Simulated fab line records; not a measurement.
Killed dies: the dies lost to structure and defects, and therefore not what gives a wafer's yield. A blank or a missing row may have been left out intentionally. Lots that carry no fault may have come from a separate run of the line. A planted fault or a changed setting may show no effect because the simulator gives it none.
Chamber matching -- flow nand harc -- NHARC_P_CONTACT_CMP_24 on cmp-03: 4 sister chambers
The step polishes, t overpolish 30 s, target thk 200 nm. 14 wafers are shown with their chamber, then 7 later ones without.

## WAFERS PAIRED WITH THEIR CHAMBERS
wafer,chamber,motor current A (A),slurry flow ml min,time to endpoint s (s)
L074.1,2,13.5,149.8,35.4
L074.5,3,12.1,149.9,36.9
L074.6,2,12.6,149.7,34.6
L075.1,0,13.8,149.8,36.4
L075.2,3,12.6,150.7,33.6
L075.4,2,13.7,150.3,36.2
L076.2,3,11.5,150.1,39.7
L076.4,2,13.5,150.0,37.2
L076.6,0,13.6,150.1,37.1
L079.1,0,14.1,149.6,43.0
L079.2,3,12.0,150.9,41.6
L079.3,1,12.6,150.2,39.0
L082.1,2,13.4,150.5,38.5
L082.3,0,14.5,149.4,38.9

SIGNATURES, as means of the wafers listed above
reading,chamber 0,chamber 1,chamber 2,chamber 3,scatter within a chamber
motor current A,14.000,12.600,13.340,12.050,0.424
slurry flow ml min,149.725,150.200,150.060,150.400,0.374
time to endpoint s,38.850,39.000,36.380,37.950,2.68
Rule: a wafer lies at a distance from a chamber equal to the root of the sum of squares, over the readings, of (its reading less the chamber's mean, divided by the reading's scatter). The wafer belongs to the nearest chamber; if the next one is less than 2 further off, it can't be placed. The scatter is the square root of a quotient: the sum, over the shown wafers, of each reading's squared deviation from its chamber's mean, divided by wafers minus chambers.

## WAFERS MISSING THEIR CHAMBER
wafer,motor current A (A),slurry flow ml min,time to endpoint s (s)
L082.6,12.4,149.6,39.3
L088.3,13.1,150.7,35.8
L088.4,12.7,149.8,35.3
L088.5,13.0,149.7,34.9
L090.1,12.9,149.5,33.9
L090.5,12.1,150.7,35.3
L090.6,13.6,150.1,37.2

## CHAMBER TAKEN BY EACH
wafer,from the rows above,in truth
L082.6,can't be placed: 1 or 3 or 2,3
L088.3,can't be placed: 2 or 1 or 3 or 0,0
L088.4,can't be placed: 2 or 1 or 3 or 0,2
L088.5,can't be placed: 2 or 1 or 0 or 3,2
L090.1,can't be placed: 2 or 1 or 0 or 3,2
L090.5,can't be placed: 3 or 1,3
L090.6,can't be placed: 2 or 0 or 1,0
0 of 7 placed correctly. These rows do not allow placing 7 (true chamber among the candidates in 7). Placed wrongly: 0.
